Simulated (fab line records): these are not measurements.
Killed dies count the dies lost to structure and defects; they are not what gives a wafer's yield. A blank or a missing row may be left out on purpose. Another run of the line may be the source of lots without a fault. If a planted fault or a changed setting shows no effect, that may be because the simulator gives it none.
Which tool was responsible? / flow nandHarc / 72 wafers from 24 lots sampled at 6 of the route's 1302 steps

== WHAT THE GAUGES READ, wafer by wafer ==
Not one reading of a measure or inspect step in the record can be checked against a usual standard deviation.

== WHICH TOOL RAN EACH LOT (tool, then ch and the chambers of the sampled wafers, then the start) ==
lot=L074; NHARC_P_M0_DESCUM_14=rieDiel-04 ch 0,1,3, day 6 06:39; NHARC_P_M0_PVD_20=pvdSputter-03, day 6 09:23 or earlier; NHARC_P_M0_CMP_23=cmp-01 ch 1,2, day 6 09:23; NHARC_P_M1_ANNEAL_31=rtpAnneal-02 ch 0, day 6 13:15; NHARC_P_M2_DEP_33=pecvd-04 ch 1,2, day 6 18:39; NHARC_P_BONDPAD_DEP_00=pecvd-04 ch 0,2, no start
lot=L075; NHARC_P_M0_DESCUM_14=rieDiel-12 ch 0,1, day 6 15:19; NHARC_P_M0_PVD_20=pvdSputter-03, day 6 17:43 or earlier; NHARC_P_M0_CMP_23=cmp-04 ch 0,1,2, day 6 17:43; NHARC_P_M1_ANNEAL_31=rtpAnneal-01 ch 0, day 6 21:34; NHARC_P_M2_DEP_33=pecvd-04 ch 0,1, day 7 02:44; NHARC_P_BONDPAD_DEP_00=pecvd-04 ch 0,1,2, no start
lot=L076; NHARC_P_M0_DESCUM_14=rieDiel-12 ch 0,2, day 6 19:25; NHARC_P_M0_PVD_20=pvdSputter-01, day 6 21:41 or earlier; NHARC_P_M0_CMP_23=cmp-04 ch 1,2,3, day 6 21:41; NHARC_P_M1_ANNEAL_31=rtpAnneal-02 ch 0, day 7 01:34; NHARC_P_M2_DEP_33=pecvd-01 ch 0,1,2, day 7 06:40; NHARC_P_BONDPAD_DEP_00=pecvd-03 ch 0,1,2, day 7 07:05
lot=L077; NHARC_P_M0_DESCUM_14=rieDiel-12 ch 0,2, day 7 09:07; NHARC_P_M0_PVD_20=pvdSputter-03, day 7 11:11 or earlier; NHARC_P_M0_CMP_23=cmp-02 ch 1,2,3, day 7 11:11; NHARC_P_M1_ANNEAL_31=rtpAnneal-01 ch 0, day 7 15:34; NHARC_P_M2_DEP_33=pecvd-01 ch 0,1,2, day 7 20:39; NHARC_P_BONDPAD_DEP_00=pecvd-04 ch 0,1,2, day 7 21:07
lot=L078; NHARC_P_M0_DESCUM_14=rieDiel-12 ch 0,1,2, day 7 20:07; NHARC_P_M0_PVD_20=pvdSputter-01, day 7 22:06 or earlier; NHARC_P_M0_CMP_23=cmp-04 ch 2,3, day 7 22:06; NHARC_P_M1_ANNEAL_31=rtpAnneal-02 ch 0, day 8 01:55; NHARC_P_M2_DEP_33=pecvd-01 ch 0,1,2, day 8 06:54; NHARC_P_BONDPAD_DEP_00=pecvd-04 ch 0,1, day 8 07:19
lot=L079; NHARC_P_M0_DESCUM_14=rieDiel-04 ch 1,2,3, day 8 11:26; NHARC_P_M0_PVD_20=pvdSputter-03, day 8 14:01 or earlier; NHARC_P_M0_CMP_23=cmp-02 ch 0,3, day 8 14:01; NHARC_P_M1_ANNEAL_31=rtpAnneal-01 ch 0, day 8 17:41; NHARC_P_M2_DEP_33=pecvd-04 ch 0,1,2, day 8 22:52; NHARC_P_BONDPAD_DEP_00=pecvd-01 ch 0,2, day 8 23:15
lot=L080; NHARC_P_M0_DESCUM_14=rieDiel-04 ch 0,1,3, day 8 13:55; NHARC_P_M0_PVD_20=pvdSputter-01, day 8 15:58 or earlier; NHARC_P_M0_CMP_23=cmp-02 ch 0,1,3, day 8 15:58; NHARC_P_M1_ANNEAL_31=rtpAnneal-01 ch 0, day 8 19:50; NHARC_P_M2_DEP_33=pecvd-01 ch 0,1,2, day 9 01:16; NHARC_P_BONDPAD_DEP_00=pecvd-04 ch 1,2, day 9 01:44
lot=L081; NHARC_P_M0_DESCUM_14=rieDiel-04 ch 1,2,3, day 8 19:55; NHARC_P_M0_PVD_20=pvdSputter-02, day 8 21:53 or earlier; NHARC_P_M0_CMP_23=cmp-04 ch 0,3, day 8 21:53; NHARC_P_M1_ANNEAL_31=rtpAnneal-02 ch 0, day 9 01:48; NHARC_P_M2_DEP_33=pecvd-03 ch 0,1, day 9 07:11; NHARC_P_BONDPAD_DEP_00=pecvd-01 ch 0,1, day 9 07:34
lot=L082; NHARC_P_M0_DESCUM_14=rieDiel-07 ch 0,1, day 9 12:40; NHARC_P_M0_PVD_20=pvdSputter-01, day 9 14:43 or earlier; NHARC_P_M0_CMP_23=cmp-04 ch 0,1,2, day 9 14:43; NHARC_P_M1_ANNEAL_31=rtpAnneal-02 ch 0, day 9 18:19; NHARC_P_M2_DEP_33=pecvd-01 ch 0,1,2, day 9 23:31; NHARC_P_BONDPAD_DEP_00=pecvd-03 ch 0,2, day 9 23:54
lot=L084; NHARC_P_M0_DESCUM_14=rieDiel-12 ch 0,1, day 9 22:16; NHARC_P_M0_PVD_20=pvdSputter-02, day 10 00:38 or earlier; NHARC_P_M0_CMP_23=cmp-01 ch 0,2, day 10 00:38; NHARC_P_M1_ANNEAL_31=rtpAnneal-02 ch 0, day 10 04:40; NHARC_P_M2_DEP_33=pecvd-03 ch 0,1,2, day 10 10:16; NHARC_P_BONDPAD_DEP_00=pecvd-04 ch 0,2, day 10 10:41
lot=L083; NHARC_P_M0_DESCUM_14=rieDiel-07 ch 0,1,2, day 9 22:35; NHARC_P_M0_PVD_20=pvdSputter-03, day 10 00:37 or earlier; NHARC_P_M0_CMP_23=cmp-04 ch 0,1,3, day 10 00:37; NHARC_P_M1_ANNEAL_31=rtpAnneal-01 ch 0, day 10 04:29; NHARC_P_M2_DEP_33=pecvd-03 ch 0,1,2, day 10 09:46; NHARC_P_BONDPAD_DEP_00=pecvd-04 ch 0,1,2, day 10 10:13
lot=L085; NHARC_P_M0_DESCUM_14=rieDiel-12 ch 0,1,2, day 10 15:18; NHARC_P_M0_PVD_20=pvdSputter-01, day 10 17:20 or earlier; NHARC_P_M0_CMP_23=cmp-01 ch 0,2,3, day 10 17:20; NHARC_P_M1_ANNEAL_31=rtpAnneal-01 ch 0, day 10 20:59; NHARC_P_M2_DEP_33=pecvd-01 ch 0,2, day 11 02:06; NHARC_P_BONDPAD_DEP_00=pecvd-03 ch 1,2, day 11 02:38
lot=L086; NHARC_P_M0_DESCUM_14=rieDiel-07 ch 0,1,2, day 10 23:50; NHARC_P_M0_PVD_20=pvdSputter-03, day 11 01:50 or earlier; NHARC_P_M0_CMP_23=cmp-01 ch 0,1, day 11 01:50; NHARC_P_M1_ANNEAL_31=rtpAnneal-02 ch 0, day 11 06:05; NHARC_P_M2_DEP_33=pecvd-03 ch 0,1,2, day 11 11:13; NHARC_P_BONDPAD_DEP_00=pecvd-04 ch 0,1,2, day 11 11:36
lot=L087; NHARC_P_M0_DESCUM_14=rieDiel-12 ch 0,1,2, day 11 12:18; NHARC_P_M0_PVD_20=pvdSputter-03, day 11 14:19 or earlier; NHARC_P_M0_CMP_23=cmp-01 ch 0,1,3, day 11 14:19; NHARC_P_M1_ANNEAL_31=rtpAnneal-02 ch 0, day 11 17:59; NHARC_P_M2_DEP_33=pecvd-01 ch 0,1,2, day 11 23:05; NHARC_P_BONDPAD_DEP_00=pecvd-01 ch 0,1,2, no start
lot=L088; NHARC_P_M0_DESCUM_14=rieDiel-12 ch 2,3, day 12 02:56; NHARC_P_M0_PVD_20=pvdSputter-03, day 12 05:01 or earlier; NHARC_P_M0_CMP_23=cmp-02 ch 0,1,2, day 12 05:01; NHARC_P_M1_ANNEAL_31=rtpAnneal-01 ch 0, day 12 08:52; NHARC_P_M2_DEP_33=pecvd-01 ch 0,1,2, day 12 13:58; NHARC_P_BONDPAD_DEP_00=pecvd-03 ch 0,1,2, day 12 14:24
lot=L089; NHARC_P_M0_DESCUM_14=rieDiel-12 ch 0,1,2, day 12 03:23; NHARC_P_M0_PVD_20=pvdSputter-01, day 12 05:32 or earlier; NHARC_P_M0_CMP_23=cmp-02 ch 1,2, day 12 05:32; NHARC_P_M1_ANNEAL_31=rtpAnneal-01 ch 0, day 12 09:40; NHARC_P_M2_DEP_33=pecvd-01 ch 0,1, day 12 14:46; NHARC_P_BONDPAD_DEP_00=pecvd-01 ch 1,2, no start
lot=L090; NHARC_P_M0_DESCUM_14=rieDiel-12 ch 2,3, day 12 17:49; NHARC_P_M0_PVD_20=pvdSputter-01, day 12 19:53 or earlier; NHARC_P_M0_CMP_23=cmp-04 ch 0,2, day 12 19:53; NHARC_P_M1_ANNEAL_31=rtpAnneal-02 ch 0, day 12 23:44; NHARC_P_M2_DEP_33=pecvd-01 ch 0,1,2, day 13 04:50; NHARC_P_BONDPAD_DEP_00=pecvd-03 ch 0,1, day 13 05:15
lot=L092; NHARC_P_M0_DESCUM_14=rieDiel-12 ch 0,1,3, day 13 06:52; NHARC_P_M0_PVD_20=pvdSputter-02, day 13 08:52 or earlier; NHARC_P_M0_CMP_23=cmp-02 ch 0,1,2, day 13 08:52; NHARC_P_M1_ANNEAL_31=rtpAnneal-02 ch 0, day 13 12:46; NHARC_P_M2_DEP_33=pecvd-01 ch 0,2, day 13 17:50; NHARC_P_BONDPAD_DEP_00=pecvd-03 ch 1,2, day 13 18:13
lot=L091; NHARC_P_M0_DESCUM_14=rieDiel-12 ch 1,3, day 13 08:08; NHARC_P_M0_PVD_20=pvdSputter-01, day 13 10:08 or earlier; NHARC_P_M0_CMP_23=cmp-02 ch 0,3, day 13 10:08; NHARC_P_M1_ANNEAL_31=rtpAnneal-02 ch 0, day 13 13:59; NHARC_P_M2_DEP_33=pecvd-01 ch 0,1,2, day 13 19:07; NHARC_P_BONDPAD_DEP_00=pecvd-01 ch 0,1, no start
lot=L093; NHARC_P_M0_DESCUM_14=rieDiel-04 ch 1,2,3, day 13 22:15; NHARC_P_M0_PVD_20=pvdSputter-03, day 14 00:21 or earlier; NHARC_P_M0_CMP_23=cmp-04 ch 1,2,3, day 14 00:21; NHARC_P_M1_ANNEAL_31=rtpAnneal-02 ch 0, day 14 04:11; NHARC_P_M2_DEP_33=pecvd-03 ch 0,1,2, day 14 09:20; NHARC_P_BONDPAD_DEP_00=pecvd-04 ch 1,2, day 14 09:40
lot=L094; NHARC_P_M0_DESCUM_14=rieDiel-04 ch 0,1,2, day 14 12:25; NHARC_P_M0_PVD_20=pvdSputter-02, day 14 14:29 or earlier; NHARC_P_M0_CMP_23=cmp-02 ch 1,2, day 14 14:29; NHARC_P_M1_ANNEAL_31=rtpAnneal-02 ch 0, day 14 18:15; NHARC_P_M2_DEP_33=pecvd-01 ch 0,1, day 14 23:28; NHARC_P_BONDPAD_DEP_00=pecvd-03 ch 1,2, day 14 23:50
lot=L095; NHARC_P_M0_DESCUM_14=rieDiel-12 ch 0,2,3, day 14 15:34; NHARC_P_M0_PVD_20=pvdSputter-03, day 14 17:34 or earlier; NHARC_P_M0_CMP_23=cmp-04 ch 2,3, day 14 17:34; NHARC_P_M1_ANNEAL_31=rtpAnneal-02 ch 0, day 14 21:29; NHARC_P_M2_DEP_33=pecvd-03 ch 0,1, day 15 03:00; NHARC_P_BONDPAD_DEP_00=pecvd-01 ch 0,1,2, day 15 03:20
lot=L096; NHARC_P_M0_DESCUM_14=rieDiel-12 ch 0,1, day 15 11:41; NHARC_P_M0_PVD_20=pvdSputter-01, day 15 13:41 or earlier; NHARC_P_M0_CMP_23=cmp-01 ch 2,3, day 15 13:41; NHARC_P_M1_ANNEAL_31=rtpAnneal-02 ch 0, day 15 17:37; NHARC_P_M2_DEP_33=pecvd-03 ch 0,1,2, day 15 22:51; NHARC_P_BONDPAD_DEP_00=pecvd-04 ch 0,1, day 15 23:19
lot=L097; NHARC_P_M0_DESCUM_14=rieDiel-07 ch 1,2, day 15 19:13; NHARC_P_M0_PVD_20=pvdSputter-02, day 15 21:13 or earlier; NHARC_P_M0_CMP_23=cmp-01 ch 1,2, day 15 21:13; NHARC_P_M1_ANNEAL_31=rtpAnneal-01 ch 0, day 16 01:06; NHARC_P_M2_DEP_33=pecvd-04 ch 0,1,2, day 16 06:10; NHARC_P_BONDPAD_DEP_00=pecvd-01 ch 0,1, day 16 06:45
- NHARC_P_M0_DESCUM_14: chemistry O2, time 3 s.
- NHARC_P_M0_PVD_20: deposits TaN, target thk 5 nm, time 8.06 s.
- NHARC_P_M0_CMP_23: polishes, t overpolish 20 s, target thk 117.54 nm.
- NHARC_P_M1_ANNEAL_31: time 90 s.
- NHARC_P_M2_DEP_33: deposits SiCN, target thk 30 nm.
- NHARC_P_BONDPAD_DEP_00: deposits SiCN, target thk 250 nm.

== WHAT THE TOOLS THEMSELVES READ (means of the sampled wafers that have a number; where no wafer has one, the mark that the record gives instead) ==
NHARC_P_M0_DESCUM_14.
lot=L074; tool=rieDiel-04; drypumpMotorCurrentA (A)=5.2; oesProductAu (a.u.)=0.996; rfVppV (V)=56.4; showerheadPlenumPTorr (Torr)=1.86; throttleValvePct (%)=11.310
lot=L075; tool=rieDiel-12; drypumpMotorCurrentA (A)=5.9; oesProductAu (a.u.)=0.984; rfVppV (V)=58.5; showerheadPlenumPTorr (Torr)=1.96; throttleValvePct (%)=11.314
lot=L076; tool=rieDiel-12; drypumpMotorCurrentA (A)=5.7; oesProductAu (a.u.)=0.988; rfVppV (V)=57.2; showerheadPlenumPTorr (Torr)=1.92; throttleValvePct (%)=11.296
lot=L077; tool=rieDiel-12; drypumpMotorCurrentA (A)=5.7; oesProductAu (a.u.)=0.998; rfVppV (V)=58.0; showerheadPlenumPTorr (Torr)=1.92; throttleValvePct (%)=11.323
lot=L078; tool=rieDiel-12; drypumpMotorCurrentA (A)=5.8; oesProductAu (a.u.)=0.992; rfVppV (V)=57.8; showerheadPlenumPTorr (Torr)=1.96; throttleValvePct (%)=11.316
lot=L079; tool=rieDiel-04; drypumpMotorCurrentA (A)=5.4; oesProductAu (a.u.)=1.001; rfVppV (V)=57.1; showerheadPlenumPTorr (Torr)=1.87; throttleValvePct (%)=11.310
lot=L080; tool=rieDiel-04; drypumpMotorCurrentA (A)=5.2; oesProductAu (a.u.)=0.996; rfVppV (V)=57.8; showerheadPlenumPTorr (Torr)=1.85; throttleValvePct (%)=11.312
lot=L081; tool=rieDiel-04; drypumpMotorCurrentA (A)=5.4; oesProductAu (a.u.)=1.000; rfVppV (V)=57.3; showerheadPlenumPTorr (Torr)=1.86; throttleValvePct (%)=11.311
lot=L082; tool=rieDiel-07; drypumpMotorCurrentA (A)=5.7; oesProductAu (a.u.)=0.989; rfVppV (V)=57.8; showerheadPlenumPTorr (Torr)=1.93; throttleValvePct (%)=11.318
lot=L084; tool=rieDiel-12; drypumpMotorCurrentA (A)=5.8; oesProductAu (a.u.)=0.991; rfVppV (V)=57.7; showerheadPlenumPTorr (Torr)=1.99; throttleValvePct (%)=11.314
lot=L083; tool=rieDiel-07; drypumpMotorCurrentA (A)=6.1; oesProductAu (a.u.)=0.993; rfVppV (V)=57.3; showerheadPlenumPTorr (Torr)=1.86; throttleValvePct (%)=11.318
lot=L085; tool=rieDiel-12; drypumpMotorCurrentA (A)=5.8; oesProductAu (a.u.)=0.996; rfVppV (V)=58.4; showerheadPlenumPTorr (Torr)=1.96; throttleValvePct (%)=11.307
lot=L086; tool=rieDiel-07; drypumpMotorCurrentA (A)=6.0; oesProductAu (a.u.)=0.987; rfVppV (V)=58.2; showerheadPlenumPTorr (Torr)=1.86; throttleValvePct (%)=11.313
lot=L087; tool=rieDiel-12; drypumpMotorCurrentA (A)=5.8; oesProductAu (a.u.)=0.996; rfVppV (V)=57.6; showerheadPlenumPTorr (Torr)=1.95; throttleValvePct (%)=11.313
lot=L088; tool=rieDiel-12; drypumpMotorCurrentA (A)=5.9; oesProductAu (a.u.)=1.004; rfVppV (V)=58.0; showerheadPlenumPTorr (Torr)=1.93; throttleValvePct (%)=11.300
lot=L089; tool=rieDiel-12; drypumpMotorCurrentA (A)=5.8; oesProductAu (a.u.)=1.001; rfVppV (V)=58.0; showerheadPlenumPTorr (Torr)=1.95; throttleValvePct (%)=11.307
lot=L090; tool=rieDiel-12; drypumpMotorCurrentA (A)=6.2; oesProductAu (a.u.)=0.999; rfVppV (V)=58.9; showerheadPlenumPTorr (Torr)=1.96; throttleValvePct (%)=11.312
lot=L092; tool=rieDiel-12; drypumpMotorCurrentA (A)=6.1; oesProductAu (a.u.)=0.995; rfVppV (V)=58.1; showerheadPlenumPTorr (Torr)=1.97; throttleValvePct (%)=11.307
lot=L091; tool=rieDiel-12; drypumpMotorCurrentA (A)=6.2; oesProductAu (a.u.)=0.997; rfVppV (V)=58.0; showerheadPlenumPTorr (Torr)=1.99; throttleValvePct (%)=11.312
lot=L093; tool=rieDiel-04; drypumpMotorCurrentA (A)=5.4; oesProductAu (a.u.)=0.996; rfVppV (V)=56.8; showerheadPlenumPTorr (Torr)=1.85; throttleValvePct (%)=11.316
lot=L094; tool=rieDiel-04; drypumpMotorCurrentA (A)=5.4; oesProductAu (a.u.)=1.004; rfVppV (V)=57.8; showerheadPlenumPTorr (Torr)=1.82; throttleValvePct (%)=11.316
lot=L095; tool=rieDiel-12; drypumpMotorCurrentA (A)=6.0; oesProductAu (a.u.)=0.994; rfVppV (V)=56.8; showerheadPlenumPTorr (Torr)=1.94; throttleValvePct (%)=11.307
lot=L096; tool=rieDiel-12; drypumpMotorCurrentA (A)=5.9; oesProductAu (a.u.)=1.002; rfVppV (V)=58.0; showerheadPlenumPTorr (Torr)=1.95; throttleValvePct (%)=11.294
lot=L097; tool=rieDiel-07; drypumpMotorCurrentA (A)=5.9; oesProductAu (a.u.)=0.996; rfVppV (V)=57.4; showerheadPlenumPTorr (Torr)=1.84; throttleValvePct (%)=11.302

NHARC_P_M0_PVD_20.
lot=L074; tool=pvdSputter-03; throttleValvePct (%)=29.1
lot=L075; tool=pvdSputter-03; throttleValvePct (%)=29.5
lot=L076; tool=pvdSputter-01; throttleValvePct (%)=30.7
lot=L077; tool=pvdSputter-03; throttleValvePct (%)=29.3
lot=L078; tool=pvdSputter-01; throttleValvePct (%)=30.2
lot=L079; tool=pvdSputter-03; throttleValvePct (%)=29.9
lot=L080; tool=pvdSputter-01; throttleValvePct (%)=30.6
lot=L081; tool=pvdSputter-02; throttleValvePct (%)=28.9
lot=L082; tool=pvdSputter-01; throttleValvePct (%)=30.6
lot=L084; tool=pvdSputter-02; throttleValvePct (%)=29.8
lot=L083; tool=pvdSputter-03; throttleValvePct (%)=29.7
lot=L085; tool=pvdSputter-01; throttleValvePct (%)=29.9
lot=L086; tool=pvdSputter-03; throttleValvePct (%)=29.5
lot=L087; tool=pvdSputter-03; throttleValvePct (%)=29.6
lot=L088; tool=pvdSputter-03; throttleValvePct (%)=29.4
lot=L089; tool=pvdSputter-01; throttleValvePct (%)=30.8
lot=L090; tool=pvdSputter-01; throttleValvePct (%)=31.0
lot=L092; tool=pvdSputter-02; throttleValvePct (%)=29.6
lot=L091; tool=pvdSputter-01; throttleValvePct (%)=31.1
lot=L093; tool=pvdSputter-03; throttleValvePct (%)=29.6
lot=L094; tool=pvdSputter-02; throttleValvePct (%)=28.7
lot=L095; tool=pvdSputter-03; throttleValvePct (%)=29.7
lot=L096; tool=pvdSputter-01; throttleValvePct (%)=30.9
lot=L097; tool=pvdSputter-02; throttleValvePct (%)=29.2

NHARC_P_M0_CMP_23.
lot=L074; tool=cmp-01; motorCurrentA (A)=11.8; timeToEndpointS (s)=27.2
lot=L075; tool=cmp-04; motorCurrentA (A)=11.5; timeToEndpointS (s)=26.4
lot=L076; tool=cmp-04; motorCurrentA (A)=11.7; timeToEndpointS (s)=27.1
lot=L077; tool=cmp-02; motorCurrentA (A)=11.3; timeToEndpointS (s)=25.1
lot=L078; tool=cmp-04; motorCurrentA (A)=11.7; timeToEndpointS (s)=28.1
lot=L079; tool=cmp-02; motorCurrentA (A)=12.0; timeToEndpointS (s)=26.9
lot=L080; tool=cmp-02; motorCurrentA (A)=12.4; timeToEndpointS (s)=30.1
lot=L081; tool=cmp-04; motorCurrentA (A)=11.5; timeToEndpointS (s)=31.5
lot=L082; tool=cmp-04; motorCurrentA (A)=11.9; timeToEndpointS (s)=30.4
lot=L084; tool=cmp-01; motorCurrentA (A)=12.4; timeToEndpointS (s)=26.7
lot=L083; tool=cmp-04; motorCurrentA (A)=11.8; timeToEndpointS (s)=26.7
lot=L085; tool=cmp-01; motorCurrentA (A)=12.0; timeToEndpointS (s)=27.9
lot=L086; tool=cmp-01; motorCurrentA (A)=11.6; timeToEndpointS (s)=28.4
lot=L087; tool=cmp-01; motorCurrentA (A)=12.1; timeToEndpointS (s)=27.1
lot=L088; tool=cmp-02; motorCurrentA (A)=11.5; timeToEndpointS (s)=28.9
lot=L089; tool=cmp-02; motorCurrentA (A)=10.8; timeToEndpointS (s)=29.0
lot=L090; tool=cmp-04; motorCurrentA (A)=11.8; timeToEndpointS (s)=30.3
lot=L092; tool=cmp-02; motorCurrentA (A)=11.2; timeToEndpointS (s)=28.6
lot=L091; tool=cmp-02; motorCurrentA (A)=12.4; timeToEndpointS (s)=25.9
lot=L093; tool=cmp-04; motorCurrentA (A)=12.2; timeToEndpointS (s)=28.9
lot=L094; tool=cmp-02; motorCurrentA (A)=10.9; timeToEndpointS (s)=26.3
lot=L095; tool=cmp-04; motorCurrentA (A)=11.7; timeToEndpointS (s)=29.8
lot=L096; tool=cmp-01; motorCurrentA (A)=12.0; timeToEndpointS (s)=29.7
lot=L097; tool=cmp-01; motorCurrentA (A)=11.7; timeToEndpointS (s)=28.7

NHARC_P_M1_ANNEAL_31.
lot=L074 tool=rtpAnneal-02 wafer_temp_C_max=225.90
lot=L075 tool=rtpAnneal-01 wafer_temp_C_max=225.96
lot=L076 tool=rtpAnneal-02 wafer_temp_C_max=225.94
lot=L077 tool=rtpAnneal-01 wafer_temp_C_max=226.01
lot=L078 tool=rtpAnneal-02 wafer_temp_C_max=226.10
lot=L079 tool=rtpAnneal-01 wafer_temp_C_max=225.92
lot=L080 tool=rtpAnneal-01 wafer_temp_C_max=225.86
lot=L081 tool=rtpAnneal-02 wafer_temp_C_max=226.51
lot=L082 tool=rtpAnneal-02 wafer_temp_C_max=226.37
lot=L084 tool=rtpAnneal-02 wafer_temp_C_max=226.17
lot=L083 tool=rtpAnneal-01 wafer_temp_C_max=226.07
lot=L085 tool=rtpAnneal-01 wafer_temp_C_max=225.93
lot=L086 tool=rtpAnneal-02 wafer_temp_C_max=226.33
lot=L087 tool=rtpAnneal-02 wafer_temp_C_max=226.23
lot=L088 tool=rtpAnneal-01 wafer_temp_C_max=226.03
lot=L089 tool=rtpAnneal-01 wafer_temp_C_max=226.27
lot=L090 tool=rtpAnneal-02 wafer_temp_C_max=226.17
lot=L092 tool=rtpAnneal-02 wafer_temp_C_max=226.01
lot=L091 tool=rtpAnneal-02 wafer_temp_C_max=225.93
lot=L093 tool=rtpAnneal-02 wafer_temp_C_max=226.18
lot=L094 tool=rtpAnneal-02 wafer_temp_C_max=226.24
lot=L095 tool=rtpAnneal-02 wafer_temp_C_max=226.00
lot=L096 tool=rtpAnneal-02 wafer_temp_C_max=226.14
lot=L097 tool=rtpAnneal-01 wafer_temp_C_max=226.25

NHARC_P_M2_DEP_33.
lot=L074; tool=pecvd-04; heaterPowerW (W)=540
lot=L075; tool=pecvd-04; heaterPowerW (W)=579
lot=L076; tool=pecvd-01; heaterPowerW (W)=626
lot=L077; tool=pecvd-01; heaterPowerW (W)=620
lot=L078; tool=pecvd-01; heaterPowerW (W)=639
lot=L079; tool=pecvd-04; heaterPowerW (W)=606
lot=L080; tool=pecvd-01; heaterPowerW (W)=626
lot=L081; tool=pecvd-03; heaterPowerW (W)=563
lot=L082; tool=pecvd-01; heaterPowerW (W)=605
lot=L084; tool=pecvd-03; heaterPowerW (W)=567
lot=L083; tool=pecvd-03; heaterPowerW (W)=553
lot=L085; tool=pecvd-01; heaterPowerW (W)=609
lot=L086; tool=pecvd-03; heaterPowerW (W)=579
lot=L087; tool=pecvd-01; heaterPowerW (W)=621
lot=L088; tool=pecvd-01; heaterPowerW (W)=668
lot=L089; tool=pecvd-01; heaterPowerW (W)=552
lot=L090; tool=pecvd-01; heaterPowerW (W)=603
lot=L092; tool=pecvd-01; heaterPowerW (W)=633
lot=L091; tool=pecvd-01; heaterPowerW (W)=610
lot=L093; tool=pecvd-03; heaterPowerW (W)=534
lot=L094; tool=pecvd-01; heaterPowerW (W)=645
lot=L095; tool=pecvd-03; heaterPowerW (W)=498
lot=L096; tool=pecvd-03; heaterPowerW (W)=567
lot=L097; tool=pecvd-04; heaterPowerW (W)=579

NHARC_P_BONDPAD_DEP_00.
lot=L074; tool=pecvd-04; heaterPowerW (W)=594
lot=L075; tool=pecvd-04; heaterPowerW (W)=591
lot=L076; tool=pecvd-03; heaterPowerW (W)=573
lot=L077; tool=pecvd-04; heaterPowerW (W)=604
lot=L078; tool=pecvd-04; heaterPowerW (W)=636
lot=L079; tool=pecvd-01; heaterPowerW (W)=634
lot=L080; tool=pecvd-04; heaterPowerW (W)=529
lot=L081; tool=pecvd-01; heaterPowerW (W)=634
lot=L082; tool=pecvd-03; heaterPowerW (W)=589
lot=L084; tool=pecvd-04; heaterPowerW (W)=549
lot=L083; tool=pecvd-04; heaterPowerW (W)=605
lot=L085; tool=pecvd-03; heaterPowerW (W)=563
lot=L086; tool=pecvd-04; heaterPowerW (W)=585
lot=L087; tool=pecvd-01; heaterPowerW (W)=576
lot=L088; tool=pecvd-03; heaterPowerW (W)=553
lot=L089; tool=pecvd-01; heaterPowerW (W)=604
lot=L090; tool=pecvd-03; heaterPowerW (W)=525
lot=L092; tool=pecvd-03; heaterPowerW (W)=561
lot=L091; tool=pecvd-01; heaterPowerW (W)=594
lot=L093; tool=pecvd-04; heaterPowerW (W)=530
lot=L094; tool=pecvd-03; heaterPowerW (W)=599
lot=L095; tool=pecvd-01; heaterPowerW (W)=592
lot=L096; tool=pecvd-04; heaterPowerW (W)=649
lot=L097; tool=pecvd-01; heaterPowerW (W)=636

== THE ANSWER, worked out from the rows above alone ==
Rule: what is usual is taken from the lots themselves. Put in order of their means at a reading, lots are off if they are a third of the lots or fewer, leave a main group of 4 or more, and stand apart from it by a gap of 3 or more times the standard deviation of the main group's means; of several such gaps the widest counts. If all means in a main group match to the digits the tables above print for the reading, that group is not used. A lot without any number at a reading at which 4 lots or more have one is off too. Where the step has rows for the other lots, those lots are counted as sound. Order of review: gauges by route order, followed by the tools' own readings, for which a lot's mean as printed above is used. At the first step where some lot is off, the reading lying furthest off is the one used; lots without a number count as furthest.
None of the lots is off at any reading shown; this tells nothing.

== WHAT THE SIMULATOR PUT IN ==
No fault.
